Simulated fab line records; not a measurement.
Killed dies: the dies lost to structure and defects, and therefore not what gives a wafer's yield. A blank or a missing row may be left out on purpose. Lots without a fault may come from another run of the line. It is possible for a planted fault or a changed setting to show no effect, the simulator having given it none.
fab line records	flow nandHarc
record lots=6	wafers=18	lastDay=24
route steps=1159 shown A_CONTACT@856 END@1159
lots that met no fault: from a run of the same line without faults
startH: the number of hours between the record's first day and the start of the first shown wafer of the lot	waitH: hours from the lot's prior step to this one	" identical to the entry in the row above	L1.1+2: a row that stands for several wafers	- value missing, or start not given	* or withheld: withheld	< > ~ a bound
route shown NAME@n: a module of which the file shows steps, and the number in the route of the first	usual: mean/standard deviation of fault-free wafers	same: alike in all rows	chamber/n: place in a boat	sites: each site's reading	_std_site: standard deviation across them	_edge_site: inner sites' mean taken away from outer sites' mean	radiusMm: for every site, how far away it sits from the centre of the wafer	mask NAME#n: copy n	behind: the most recent tool/chamber to have shaped the wafer	hold: what put the lot on hold/how long, in hours/how the hold closed	device: the transistor (n, p or np) that didn't switch	end of line: the same wafers' tests at the end of the route	a step without rows: its recipe alone	killed: at the first sort, the dies lost to defects and structure; wafer yield is something else	map: the dies of a wafer, with x for killed, . for not killed, _ for no die there
set.NAME: the setting that was run; set.NAME@STEP: the one run at that earlier step	model.NAME: the simulator's own value behind a step, which no gauge read
certain route steps with their lots: each step a table, each wafer a row
services: from which hour (startH, from the record's first day; less than 0 if before it) a tool's chamber was out of use, for how many hours, and why
## steps
# step NHARC_A_CONTACT_INSPECT_44
# usual rawDefectCount=30/14
lot.wafer	tool	chamber	startH	waitH	rawDefectCount
L221.1	defectInspect-01	-	390.07	0.0	9
L221.3	"	-	"	"	7
L221.5	"	-	"	"	11
L230.2	defectInspect-01	-	449.00	0.0	28
L230.5	"	-	"	"	20
L230.6	"	-	"	"	23
L233.4	defectInspect-01	-	459.94	0.0	25
L233.5	"	-	"	"	26
L233.6	"	-	"	"	48
L238.2	defectInspect-01	-	485.78	0.0	49
L238.5	"	-	"	"	40
L238.6	"	-	"	"	43
L236.1	defectInspect-02	-	492.80	0.0	52
L236.2	"	-	"	"	63
L236.5	"	-	"	"	52
L235.1	defectInspect-01	-	497.85	0.0	16
L235.3	"	-	"	"	30
L235.5	"	-	"	"	25
# step NHARC_A_CONTACT_DESCUM_47
# recipe timeS=3	o2FlowSccm=200	arFlowSccm=0	biasPowerW=0	chemistry=O2
# step NHARC_A_CONTACT_ETCH_48
# recipe targetDepthA=390	overEtchFrac=0.3	timeS=65	ionEnergyEv=80	cf4FlowSccm=150	arFlowSccm=0	rfW=300	biasW=100	chemistry=CF4
# usual biasW=100.03/0.28	cf4FlowSccm=150.0/0.45	drypumpMotorCurrentA=5.72/0.28	oesProductAu=1.000/0.0076	rfVppV=151.4/1.2	showerheadPlenumPTorr=1.77/0.076	throttleValvePct=13.283/0.0083
# same timeS=65
lot.wafer	tool	chamber	startH	waitH	biasW	cf4FlowSccm	drypumpMotorCurrentA	oesProductAu	rfHoursCounterH	rfVppV	showerheadPlenumPTorr	throttleValvePct
L221.3	rieDiel-01	2	390.23	0.1	99.94	150.5	5.67	1.004	13	152.2	1.84	13.286
L221.1	"	0	"	"	99.77	149.7	6.17	1.012	13	150.4	1.80	13.294
L221.5	"	1	"	"	100.41	149.7	5.91	1.001	-	152.1	1.84	13.278
L230.2	rieDiel-02	2	449.15	0.1	100.33	149.7	5.14	0.988	42	152.9	1.88	13.288
L230.6	"	2	"	"	100.03	150.3	5.16	1.004	-	152.6	1.88	13.285
L230.5	"	3	"	"	99.82	149.7	6.09	0.992	-	151.8	1.80	13.295
L233.4	rieDiel-01	0	460.09	0.1	100.03	149.5	6.16	1.009	27	150.8	1.79	13.276
L233.6	"	3	"	"	99.77	149.8	5.66	0.998	-	147.3	1.64	13.307
L233.5	"	0	"	"	100.26	150.3	6.17	1.005	-	152.9	1.80	13.272
L238.2	rieDiel-02	2	485.94	0.1	99.85	149.8	5.13	0.996	51	152.9	1.88	13.283
L238.5	"	0	"	"	100.08	148.8	5.83	0.991	-	150.4	1.69	13.303
L238.6	"	1	"	"	99.69	150.1	5.50	0.999	-	150.5	1.66	13.277
L236.2	rieDiel-07	2	493.17	0.3	99.87	150.6	5.61	0.998	28	151.6	1.80	13.279
L236.1	"	0	"	"	99.83	149.7	5.69	1.006	28	151.7	1.81	13.272
L236.5	"	2	"	"	100.22	149.6	5.63	0.992	-	151.5	1.80	13.262
L235.3	rieDiel-07	3	498.16	0.1	99.85	150.1	5.47	1.010	32	151.3	1.75	13.286
L235.1	"	0	"	"	100.03	150.3	5.69	1.011	31	150.7	1.81	13.300
L235.5	"	2	"	"	99.94	150.1	5.61	0.996	-	152.8	1.80	13.272
# step NHARC_A_CONTACT_ETCH_49
# recipe targetDepthA=2600	overEtchFrac=0.3	timeS=475.3	ionEnergyEv=200	n2FlowSccm=150	h2FlowSccm=150	arFlowSccm=0	rfW=400	biasW=150	chemistry=N2/H2
# step NHARC_A_CONTACT_ETCH_50
# recipe targetDepthA=847	timeS=42.4	cf4FlowSccm=100	chf3FlowSccm=30	arFlowSccm=0	rfW=500	biasW=200	chemistry=CF4/CHF3
# usual biasW=200.1/0.6	cf4FlowSccm=99.99/0.29	drypumpMotorCurrentA=5.72/0.28	oesProductAu=0.948/0.021	rfVppV=370.9/2.5	showerheadPlenumPTorr=1.58/0.069	throttleValvePct=16.802/0.009
# same timeS=42.4
lot.wafer	tool	chamber	startH	waitH	biasW	cf4FlowSccm	drypumpMotorCurrentA	oesProductAu	rfHoursCounterH	rfVppV	showerheadPlenumPTorr	throttleValvePct
L221.3	rieDiel-01	0	-	-	200.8	100.09	6.18	0.968	13	370.8	1.60	16.790
L221.1	"	1	"	"	200.5	100.48	5.88	0.965	14	373.5	1.64	16.806
L221.5	"	3	"	"	199.7	100.18	5.67	0.973	-	365.6	1.46	16.807
L230.2	rieDiel-02	0	-	-	199.8	100.70	5.86	0.919	42	368.0	1.50	16.794
L230.5	"	1	"	"	200.0	100.27	5.46	0.928	-	367.0	1.48	16.798
L230.6	"	2	"	"	201.2	100.03	5.14	0.915	-	374.7	1.67	16.805
L233.4	rieDiel-01	3	-	-	199.9	99.93	5.70	0.962	26	367.1	1.45	16.793
L233.6	"	1	"	"	200.4	100.30	5.92	0.980	-	372.9	1.63	16.818
L233.5	"	2	"	"	199.4	99.77	5.67	0.957	-	372.6	1.64	16.805
L238.2	rieDiel-02	1	-	-	200.6	99.72	5.48	0.930	53	365.7	1.48	16.803
L238.5	"	3	"	"	200.3	100.15	6.11	0.921	-	371.8	1.60	16.786
L238.6	"	0	"	"	200.1	99.98	5.83	0.928	-	368.2	1.50	16.797
L236.1	rieDiel-07	0	-	-	199.5	100.41	5.69	0.935	29	371.2	1.61	16.798
L236.2	"	3	"	"	201.2	99.95	5.40	0.936	30	370.0	1.56	16.810
L236.5	"	1	"	"	200.9	100.19	5.62	0.925	-	371.5	1.57	16.788
L235.1	rieDiel-07	3	-	-	199.6	100.14	5.46	0.943	32	369.2	1.56	16.802
L235.3	"	2	"	"	199.3	100.34	5.61	0.950	31	372.1	1.60	16.805
L235.5	"	0	"	"	199.6	100.20	5.71	0.950	-	372.6	1.61	16.822
# step NHARC_A_CONTACT_ETCH_51
# recipe targetDepthA=36000	overEtchFrac=0.3	timeS=936	ionEnergyEv=150	o2FlowSccm=400	cosFlowSccm=20	arFlowSccm=0	rfW=500	biasW=300	chemistry=O2/COS
# step NHARC_A_CONTACT_ETCH_111
# recipe sourceW=withheld	pressureMtorr=20	biasV=withheld	timeS=140	targetDepthA=7000	arFlowSccm=withheld	c4f8FlowSccm=withheld	o2FlowSccm=withheld	chemistry=C4F8/O2/Ar
# usual chamberPressureMTorr=20.000/0.018	oesAirLineAu=1.001/0.019
# same timeS=140
lot.wafer	tool	chamber	startH	waitH	chamberPressureMTorr	oesAirLineAu	rfHoursCounterH
L221.1	harCapEtch-03	0	391.45	-	19.980	1.004	84
L221.3	"	1	"	"	19.973	1.002	-
L221.5	"	1	"	"	20.026	0.976	-
L230.2	harCapEtch-01	0	450.41	-	20.008	1.001	72
L230.5	"	0	"	"	20.016	1.006	-
L230.6	"	1	"	"	19.992	1.033	-
L233.4	harCapEtch-01	1	461.34	-	19.999	1.037	-
L233.5	"	0	"	"	19.991	0.988	-
L233.6	"	1	"	"	20.019	0.994	-
L238.2	harCapEtch-02	1	487.11	-	19.984	1.021	28
L238.5	"	1	"	"	20.032	1.016	-
L238.6	"	0	"	"	19.986	1.017	-
L236.1	harCapEtch-01	1	494.50	-	19.978	0.989	78
L236.2	"	0	"	"	20.018	1.025	78
L236.5	"	1	"	"	19.992	1.018	-
L235.1	harCapEtch-01	1	499.36	-	19.983	0.982	79
L235.3	"	1	"	"	20.003	1.005	-
L235.5	"	0	"	"	20.016	0.995	-
# step NHARC_A_CONTACT_ETCH_112
# recipe sourceW=withheld	pressureMtorr=20	biasV=3000	timeS=94	targetDepthA=9220	arFlowSccm=withheld	c4f8FlowSccm=withheld	o2FlowSccm=withheld	chemistry=C4F8/O2/Ar
# step NHARC_A_CONTACT_ETCH_113
# recipe sourceW=withheld	pressureMtorr=20	biasV=3000	timeS=94	targetDepthA=9220	arFlowSccm=withheld	c4f8FlowSccm=withheld	o2FlowSccm=withheld	chemistry=C4F8/O2/Ar
# step NHARC_A_CONTACT_ETCH_114
# recipe sourceW=withheld	pressureMtorr=20	biasV=3000	timeS=94	targetDepthA=9220	arFlowSccm=withheld	c4f8FlowSccm=withheld	o2FlowSccm=withheld	chemistry=C4F8/O2/Ar
# usual chamberPressureMTorr=20.000/0.019	oesAirLineAu=1.000/0.021
# same timeS=94
lot.wafer	tool	chamber	startH	waitH	chamberPressureMTorr	oesAirLineAu	rfHoursCounterH
L221.1	harCapEtch-03	0	391.81	0.1	20.011	0.989	84
L221.3	"	1	"	"	20.006	1.032	-
L221.5	"	1	"	"	20.000	0.993	-
L230.2	harCapEtch-01	0	450.79	0.1	20.008	1.006	72
L230.5	"	0	"	"	19.971	1.005	-
L230.6	"	1	"	"	20.012	1.036	-
L233.4	harCapEtch-01	1	461.67	0.1	19.972	1.003	-
L233.5	"	0	"	"	20.017	0.989	-
L233.6	"	1	"	"	20.009	1.046	-
L238.2	harCapEtch-02	1	487.49	0.1	19.992	1.005	28
L238.5	"	1	"	"	19.995	1.011	-
L238.6	"	0	"	"	20.029	0.990	-
L236.1	harCapEtch-01	1	494.88	0.1	20.043	0.985	78
L236.2	"	0	"	"	20.013	1.011	78
L236.5	"	1	"	"	19.998	1.013	-
L235.1	harCapEtch-01	1	499.72	0.1	19.990	0.976	80
L235.3	"	1	"	"	19.976	0.991	-
L235.5	"	0	"	"	19.974	1.007	-
# step NHARC_A_CONTACT_ETCH_115
# recipe sourceW=withheld	pressureMtorr=20	biasV=3000	timeS=94	targetDepthA=9220	arFlowSccm=withheld	c4f8FlowSccm=withheld	o2FlowSccm=withheld	chemistry=C4F8/O2/Ar
# step NHARC_A_CONTACT_ETCH_116
# recipe sourceW=withheld	pressureMtorr=20	biasV=3000	timeS=94	targetDepthA=9220	arFlowSccm=withheld	c4f8FlowSccm=withheld	o2FlowSccm=withheld	chemistry=C4F8/O2/Ar
# step NHARC_A_CONTACT_ETCH_117
# recipe sourceW=withheld	pressureMtorr=20	biasV=3000	timeS=94	targetDepthA=9220	arFlowSccm=withheld	c4f8FlowSccm=withheld	o2FlowSccm=withheld	chemistry=C4F8/O2/Ar
# usual chamberPressureMTorr=19.998/0.016	oesAirLineAu=1.000/0.022	timeS=94/0
lot.wafer	tool	chamber	startH	waitH	chamberPressureMTorr	oesAirLineAu	rfHoursCounterH	timeS
L221.1	harCapEtch-03	0	392.09	0.1	20.000	1.015	85	94
L221.3	"	1	"	"	19.976	1.031	-	94
L221.5	"	1	"	"	19.988	1.017	-	94
L230.2	harCapEtch-01	0	451.07	0.1	-	-	-	-
L230.5	"	0	"	"	-	-	-	-
L230.6	"	1	"	"	-	-	-	-
L233.4	harCapEtch-01	1	461.94	0.1	-	-	-	-
L233.5	"	0	"	"	-	-	-	-
L233.6	"	1	"	"	-	-	-	-
L238.2	harCapEtch-02	1	487.76	0.1	19.989	1.018	29	94
L238.5	"	1	"	"	20.012	0.984	-	94
L238.6	"	0	"	"	20.007	1.005	-	94
L236.1	harCapEtch-01	1	495.15	0.1	19.987	0.984	79	94
L236.2	"	0	"	"	20.022	1.009	79	94
L236.5	"	1	"	"	19.980	1.010	-	94
L235.1	harCapEtch-01	1	499.99	0.1	20.017	1.023	80	94
L235.3	"	1	"	"	19.979	1.032	-	94
L235.5	"	0	"	"	20.002	0.967	-	94
# step NHARC_A_CONTACT_ETCH_118
# recipe sourceW=withheld	pressureMtorr=20	biasV=3000	timeS=94	targetDepthA=9220	arFlowSccm=withheld	c4f8FlowSccm=withheld	o2FlowSccm=withheld	chemistry=C4F8/O2/Ar
# usual chamberPressureMTorr=20.000/0.016	oesAirLineAu=0.998/0.02
# same timeS=94
lot.wafer	tool	chamber	startH	waitH	chamberPressureMTorr	oesAirLineAu	rfHoursCounterH
L221.1	harCapEtch-03	0	392.18	0.1	19.995	1.000	85
L221.3	"	1	"	"	20.001	0.999	-
L221.5	"	1	"	"	20.017	1.002	-
L230.2	harCapEtch-01	0	451.16	0.1	20.010	1.006	72
L230.5	"	0	"	"	19.987	0.991	-
L230.6	"	1	"	"	20.013	0.982	-
L233.4	harCapEtch-01	1	462.03	0.1	19.998	0.958	-
L233.5	"	0	"	"	20.005	1.007	-
L233.6	"	1	"	"	19.987	0.978	-
L238.2	harCapEtch-02	1	487.85	0.1	19.994	1.001	29
L238.5	"	1	"	"	19.985	1.023	-
L238.6	"	0	"	"	20.013	1.000	-
L236.1	harCapEtch-01	1	495.24	0.1	19.997	1.016	79
L236.2	"	0	"	"	20.019	0.992	79
L236.5	"	1	"	"	19.995	0.977	-
L235.1	harCapEtch-01	1	500.08	0.1	19.992	1.011	80
L235.3	"	1	"	"	20.017	0.998	-
L235.5	"	0	"	"	20.019	0.987	-
# step NHARC_END_SORT_01
# recipe tempC=25
# usual killedAtArray=26/9.6	killedAtOther=0.7/0.92	killedAtPeriphery=3.8/2.7	killedDies=31/10	killedOpen=3.3/1.7	killedShort=1.8/1.3
# same grossDies=677
lot.wafer	tool	chamber	startH	waitH	killedAtArray	killedAtOther	killedAtPeriphery	killedDies	killedOpen	killedShort
L230.2	prober-02	0	522.86	2.8	672	1	4	677	4	2
L230.5	prober-02	0	525.30	3.8	674	1	2	677	4	1
L230.6	prober-02	0	526.11	4.1	675	0	2	677	2	0
L233.4	prober-01	0	547.12	3.4	662	1	14	677	7	5
L233.5	prober-01	0	547.93	3.7	667	1	9	677	4	1
L233.6	prober-01	0	548.73	4.0	664	1	12	677	4	0
# killed by level:class
L230.2 A_CONTACT:areaEtch=640 A_CHANNEL_HOLE_D1:chamberFilmFlake=13 A_CHANNEL_FILL_D1:chamberFilmFlake=4 A_STAIRCASE:chamberFilmFlake=4 A_CONTACT:chamberFilmFlake=3 P_BONDPAD:chamberFilmFlake=2 A_BONDPAD:chamberFilmFlake=2 P_GATE:geometricParticle:open=1
L230.5 A_CONTACT:areaEtch=651 A_CHANNEL_HOLE_D1:chamberFilmFlake=8 A_CONTACT:chamberFilmFlake=5 A_CHANNEL_FILL_D1:chamberFilmFlake=3 A_STAIRCASE:chamberFilmFlake=3 P_GATE:geometricParticle:open=1 P_M0:geometricParticle:open=1 A_CONTACT:geometricParticle:open=1
L230.6 A_CONTACT:areaEtch=652 A_CHANNEL_HOLE_D1:chamberFilmFlake=8 A_CHANNEL_FILL_D1:chamberFilmFlake=4 A_STAIRCASE:chamberFilmFlake=4 A_CONTACT:chamberFilmFlake=4 A_BONDPAD:chamberFilmFlake=2 P_GATE:geometricParticle:open=1 P_CONTACT:geometricParticle:open=1
L233.4 A_CONTACT:areaEtch=634 A_CHANNEL_HOLE_D1:chamberFilmFlake=14 P_CONTACT:chamberFilmFlake=7 P_STI:chamberFilmFlake=5 A_CONTACT:geometricParticle:open=3 A_CHANNEL_FILL_D1:geometricParticle:open=2 A_CONTACT:chamberFilmFlake=2 P_M2:geometricParticle:short=1
L233.5 A_CONTACT:areaEtch=634 A_CHANNEL_HOLE_D1:chamberFilmFlake=20 P_STI:chamberFilmFlake=6 A_CONTACT:chamberFilmFlake=6 P_CONTACT:chamberFilmFlake=2 A_ONON_D1:geometricParticle:open=1 A_CHANNEL_FILL_D1:geometricParticle:open=1 A_WL_FILL:geometricParticle:open=1
L233.6 A_CONTACT:areaEtch=621 A_CHANNEL_HOLE_D1:chamberFilmFlake=31 P_CONTACT:chamberFilmFlake=7 P_STI:chamberFilmFlake=4 A_CONTACT:geometricParticle:open=3 A_STAIRCASE:chamberFilmFlake=3 A_CONTACT:chamberFilmFlake=2 P_M0:geometricParticle:open=1
# map L230.2 (x killed, . not)
____________x____________
_________xxxxxxx_________
_______xxxxxxxxxxx_______
______xxxxxxxxxxxxx______
_____xxxxxxxxxxxxxxx_____
____xxxxxxxxxxxxxxxxx____
____xxxxxxxxxxxxxxxxx____
___xxxxxxxxxxxxxxxxxxx___
___xxxxxxxxxxxxxxxxxxx___
__xxxxxxxxxxxxxxxxxxxxx__
__xxxxxxxxxxxxxxxxxxxxx__
_xxxxxxxxxxxxxxxxxxxxxxx_
_xxxxxxxxxxxxxxxxxxxxxxx_
_xxxxxxxxxxxxxxxxxxxxxxx_
_xxxxxxxxxxxxxxxxxxxxxxx_
_xxxxxxxxxxxxxxxxxxxxxxx_
xxxxxxxxxxxxxxxxxxxxxxxxx
xxxxxxxxxxxxxxxxxxxxxxxxx
xxxxxxxxxxxxxxxxxxxxxxxxx
xxxxxxxxxxxxxxxxxxxxxxxxx
xxxxxxxxxxxxxxxxxxxxxxxxx
_xxxxxxxxxxxxxxxxxxxxxxx_
_xxxxxxxxxxxxxxxxxxxxxxx_
_xxxxxxxxxxxxxxxxxxxxxxx_
_xxxxxxxxxxxxxxxxxxxxxxx_
_xxxxxxxxxxxxxxxxxxxxxxx_
__xxxxxxxxxxxxxxxxxxxxx__
__xxxxxxxxxxxxxxxxxxxxx__
___xxxxxxxxxxxxxxxxxxx___
___xxxxxxxxxxxxxxxxxxx___
____xxxxxxxxxxxxxxxxx____
____xxxxxxxxxxxxxxxxx____
_____xxxxxxxxxxxxxxx_____
______xxxxxxxxxxxxx______
_______xxxxxxxxxxx_______
_________xxxxxxx_________
____________x____________
# map L233.4 (x killed, . not)
____________x____________
_________xxxxxxx_________
_______xxxxxxxxxxx_______
______xxxxxxxxxxxxx______
_____xxxxxxxxxxxxxxx_____
____xxxxxxxxxxxxxxxxx____
____xxxxxxxxxxxxxxxxx____
___xxxxxxxxxxxxxxxxxxx___
___xxxxxxxxxxxxxxxxxxx___
__xxxxxxxxxxxxxxxxxxxxx__
__xxxxxxxxxxxxxxxxxxxxx__
_xxxxxxxxxxxxxxxxxxxxxxx_
_xxxxxxxxxxxxxxxxxxxxxxx_
_xxxxxxxxxxxxxxxxxxxxxxx_
_xxxxxxxxxxxxxxxxxxxxxxx_
_xxxxxxxxxxxxxxxxxxxxxxx_
xxxxxxxxxxxxxxxxxxxxxxxxx
xxxxxxxxxxxxxxxxxxxxxxxxx
xxxxxxxxxxxxxxxxxxxxxxxxx
xxxxxxxxxxxxxxxxxxxxxxxxx
xxxxxxxxxxxxxxxxxxxxxxxxx
_xxxxxxxxxxxxxxxxxxxxxxx_
_xxxxxxxxxxxxxxxxxxxxxxx_
_xxxxxxxxxxxxxxxxxxxxxxx_
_xxxxxxxxxxxxxxxxxxxxxxx_
_xxxxxxxxxxxxxxxxxxxxxxx_
__xxxxxxxxxxxxxxxxxxxxx__
__xxxxxxxxxxxxxxxxxxxxx__
___xxxxxxxxxxxxxxxxxxx___
___xxxxxxxxxxxxxxxxxxx___
____xxxxxxxxxxxxxxxxx____
____xxxxxxxxxxxxxxxxx____
_____xxxxxxxxxxxxxxx_____
______xxxxxxxxxxxxx______
_______xxxxxxxxxxx_______
_________xxxxxxx_________
____________x____________
## services
tool	chamber	startH	hours	kind
rieDiel-01	0	372.81	-	clean
rieDiel-01	1	372.81	-	clean
rieDiel-01	2	372.81	-	clean
rieDiel-01	3	372.81	-	clean
rieDiel-07	0	379.37	1.6	repair
rieDiel-07	0	385.39	-	clean
rieDiel-07	1	385.39	-	clean
rieDiel-07	2	385.39	-	clean
rieDiel-07	3	385.39	-	clean
rieDiel-02	0	385.95	-	clean
rieDiel-02	1	385.95	-	clean
rieDiel-02	2	385.95	-	clean
rieDiel-02	3	385.95	-	clean
rieDiel-01	0	397.31	-	clean
rieDiel-01	1	397.31	-	clean
rieDiel-01	2	397.31	-	clean
rieDiel-01	3	397.31	-	clean
rieDiel-07	-	405.36	9.0	pm
rieDiel-07	0	405.36	9.0	ventCycle
rieDiel-07	1	405.36	9.0	ventCycle
rieDiel-07	2	405.36	9.0	ventCycle
harCapEtch-03	-	408.22	0.1	repair
rieDiel-02	1	414.90	1.6	repair
rieDiel-01	-	491.81	9.0	pm
## key
firstSign step=NHARC_A_CONTACT_ETCH_117	reading=toolRecord	direction=missing
effect step=NHARC_END_SORT_01	reading=killedAtArray	direction=up	sigmas=67	usual=26	struck=669
moreKillsBornAt NHARC_A_CONTACT_ETCH_117@harCapEtch-01=3832
metAt NHARC_A_CONTACT_ETCH_117
struckWafers L230.2,L230.5,L230.6,L233.4,L233.5,L233.6
laterRowsLeftOut L230.2,L230.5,L230.6,L233.4,L233.5,L233.6
testerLeftOut L230,L233
fault kind=skippedStepWhole	tool=harCapEtch-01	chamber=-	onsetH=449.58	steps=NHARC_A_CONTACT_ETCH_117	scope=struckLotsOnly
# testerLeftOut: of these lots the tester's yield and bins aren't shown, on N5 and GAA mostly nor the transistor test; their killed dies are dies lost to structure and defects alone, not to doping, threshold or leakage, so they don't give the yield
# laterRowsLeftOut: the simulator's readings of these wafers behind a module that went badly wrong aren't trusted and aren't shown, but for the sort
